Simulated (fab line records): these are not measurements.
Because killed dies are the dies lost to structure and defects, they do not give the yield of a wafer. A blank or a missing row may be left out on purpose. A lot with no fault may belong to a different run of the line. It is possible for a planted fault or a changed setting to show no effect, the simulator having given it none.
Comparing a struck lot with a sound one | flow n5_finfet | 18 steps out of a route of 1938
Sound: wafers L779.1, L779.4, L779.5. Struck: wafer L798.2. (L798.4 of the same lot was not struck and is left out.) The cause comes at the end.
At each step with rows: each side's tool, then ch and its chambers, then its first start. Under that, the readings that differ: sound wafers | struck wafers | difference of the means | sigmas: that difference in standard deviations of wafers without a fault.
alike: readings with means less than 2 such deviations apart, plus words and numbers identical on both sides. not compared: withheld readings, readings lacking a value on some wafer, bounds such as >300 that could conceal the same value, and numbers that have no deviation in the record and whose values overlap.
Wherever a step has rows on one side only, a row that says differs or no value, or a row with sigmas, the two part there. Non-overlapping numbers with no deviation appear without sigmas and do not part them. A reading missing from all wafers of one side parts the sides only when that side holds two or more wafers.

first, 3 steps without rows for these wafers: N5_BEOL_M4_ANNEAL_82 (time 240 s); N5_BEOL_M4_SPUTTER_86 (material Cu, target thk 4.5 nm, time 8.29 s); N5_BEOL_M4_ANNEAL_87 (time 240 s).
N5_BEOL_M4_SPUTTER_88: material Cu, target thk 4.5 nm, time 8.29 s.
  struck on pvd_sputter-01, day 13 06:46; sound on pvd_sputter-02, day 8 09:57
  reading                | sound          | struck | difference | sigmas
  throttle_valve_pct (%) | 30.3 30.9 30.2 | 27.5   | -3.0       | -2
  alike: susceptor_temp_C
N5_BEOL_M4_ANNEAL_89: time 240 s.
  struck on pvd_sputter-01, day 13 06:50; sound on pvd_sputter-02, day 8 10:02
  reading            | sound         | struck | difference | sigmas
  heater_power_w (W) | 1042 879 1008 | 791    | -185       | -2
  alike: susceptor_temp_C
then, 2 steps without rows for these wafers: N5_BEOL_M4_SPUTTER_90 (material Cu, target thk 4.5 nm, time 8.29 s); N5_BEOL_M4_ANNEAL_91 (time 240 s).
N5_BEOL_M4_SPUTTER_92: material Cu, target thk 4.5 nm, time 8.29 s.
  struck on pvd_sputter-01, day 13 07:12; sound on pvd_sputter-02, day 8 10:23
  reading                | sound          | struck | difference | sigmas
  throttle_valve_pct (%) | 30.4 31.0 30.6 | 27.3   | -3.4       | -3
  alike: susceptor_temp_C
then, 3 steps without rows for these wafers: N5_BEOL_M4_ANNEAL_93 (time 240 s); N5_BEOL_M4_SPUTTER_94 (material Cu, target thk 4.5 nm, time 8.29 s); N5_BEOL_M4_ANNEAL_95 (time 240 s).
N5_BEOL_M4_SPUTTER_96: material Cu, target thk 4.5 nm, time 8.29 s.
  struck on pvd_sputter-01, day 13 07:38; sound on pvd_sputter-02, day 8 10:50
  reading                | sound          | struck | difference | sigmas
  throttle_valve_pct (%) | 30.6 30.8 30.4 | 27.3   | -3.3       | -3
  alike: susceptor_temp_C
N5_BEOL_M4_ECD_50: material Cu, target thk 300 nm.
  sound on ecd_cu-01 ch 0,1, day 8 10:58; struck on ecd_cu-02 ch 1, day 13 07:45
  reading                                | sound           | struck | difference | sigmas
  model.Cu_of_BEOL_M4_ECD_50.thk_nm (nm) | 299 296.2 299.6 | 153.8  | -144.5     |
N5_BEOL_M4_ANNEAL_51: time 90 s.
  sound on rtp_anneal-02 ch 0, day 8 11:02; struck on rtp_anneal-01 ch 0, day 13 07:53
  alike: wafer_temp_C_max
N5_BEOL_M4_CMP_52: polishes, stops on SiOC, t overpolish 6.8 s, target thk 40 nm.
  sound on cmp-01 ch 0,2,3, day 8 11:20; struck on cmp-03 ch 1, day 13 08:08
  reading                | sound    | struck | difference | sigmas
  time_to_endpoint_s (s) | 64 63 59 | 36     | -26        | -6
  alike: clearing_platen_down_force_psi, edge_zone_pressure_frac, motor_current_A
N5_BEOL_M4_THK_MEAS_53: measures by xrf.
  struck on film_metro-01, day 13 08:26; sound on film_metro-01, day 8 11:38
  alike: M4_THK
N5_BEOL_M4_RC_MEAS_101:
  sound on prober-02 ch 0, day 8 11:57; struck on prober-01 ch 0, day 13 08:54
  reading        | sound          | struck | difference | sigmas
  IOFF_N (nA/um) | 0.14 0.13 0.13 | 0.22   | +0.09      | +2
  IOFF_P (nA/um) | 0.15 0.17 0.16 | 0.26   | +0.10      | +3
  ION_N (uA/um)  | 669 674 675    | 697    | +24        | +2
  ION_P (uA/um)  | 454 463 455    | 471    | +14        | +2
  SS_N (mV/dec)  | 71.6 71.0 71.1 | 72.5   | +1.3       | +2
  VT_N (mV)      | 252 253 253    | 245    | -8         | -2
  VT_P (mV)      | -256 -257 -254 | -247   | +9         | +3
  alike: DIBL_N, DIBL_P, SS_P
-- a jump in the record: the struck wafers' starts before and after are 4 days apart (it breaks off in module BEOL_M4 and resumes in module PASSIVATION, where the first step shown is number 1936 of the route) --
N5_PASSIVATION_PROBE_49:
  the record has rows for the struck wafers here (prober-02, day 17 20:22) and none for the sound ones

== WHERE THEY PART ==
At N5_BEOL_M4_SPUTTER_88 first; at N5_PASSIVATION_PROBE_49 last (within this record only).

WHY: what had been put in by the simulator
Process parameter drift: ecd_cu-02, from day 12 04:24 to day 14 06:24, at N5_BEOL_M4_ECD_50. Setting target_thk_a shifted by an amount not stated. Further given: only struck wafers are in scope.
